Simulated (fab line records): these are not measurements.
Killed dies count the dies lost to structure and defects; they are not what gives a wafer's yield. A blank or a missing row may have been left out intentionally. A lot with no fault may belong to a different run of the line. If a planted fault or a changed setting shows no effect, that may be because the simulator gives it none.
Matching of chambers || flow n5Finfet || pecvd-03 running N5_BEOL_M5_ILD_DEP_00: 3 sister chambers
The step deposits SiCOH lowk from DEMS/porogen, target thk 140.64 nm, time 25.9 s. 3 wafers are shown with their chamber, then 7 later ones without.

== WAFERS, EACH WITH ITS CHAMBER ==
{"wafer": "L090.5", "chamber": 1, "throttleValvePct (%)": 14.8}
{"wafer": "L096.2", "chamber": 2, "throttleValvePct (%)": 12.8}
{"wafer": "L096.3", "chamber": 0, "throttleValvePct (%)": 13.8}

== WAFERS WHOSE CHAMBER IS MISSING ==
{"wafer": "L096.4", "throttleValvePct (%)": 12.4}
{"wafer": "L097.1", "throttleValvePct (%)": 14.8}
{"wafer": "L097.2", "throttleValvePct (%)": 12.2}
{"wafer": "L097.4", "throttleValvePct (%)": 14.7}
{"wafer": "L095.2", "throttleValvePct (%)": 13.7}
{"wafer": "L095.3", "throttleValvePct (%)": 14.4}
{"wafer": "L095.5", "throttleValvePct (%)": 12.5}

== CHAMBER TAKEN BY EACH ==
{"wafer": "L096.4", "from the rows above": 2, "in truth": 2}
{"wafer": "L097.1", "from the rows above": 1, "in truth": 1}
{"wafer": "L097.2", "from the rows above": 2, "in truth": 2}
{"wafer": "L097.4", "from the rows above": 1, "in truth": 1}
{"wafer": "L095.2", "from the rows above": 0, "in truth": 0}
{"wafer": "L095.3", "from the rows above": "can't be placed: 1 or 0", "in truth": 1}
{"wafer": "L095.5", "from the rows above": 2, "in truth": 2}
6 of 7 placed correctly. From these rows, 1 cannot be placed; in 1 the true chamber is one of the candidates. Wrongly placed: 0.
How it was worked out, from the rows above alone: a wafer's distance from a chamber is the root of the sum, over the readings, of the square of ((its reading less the chamber's mean) divided by the reading's scatter). If the next closest chamber is less than 2 further off than the closest, the wafer can't be placed; otherwise it belongs to the closest. For every chamber, the mean is computed from those of its wafers that are shown. The scatter: root of mean squared gap, hidden wafer to nearest shown wafer, with one shown wafer a chamber.
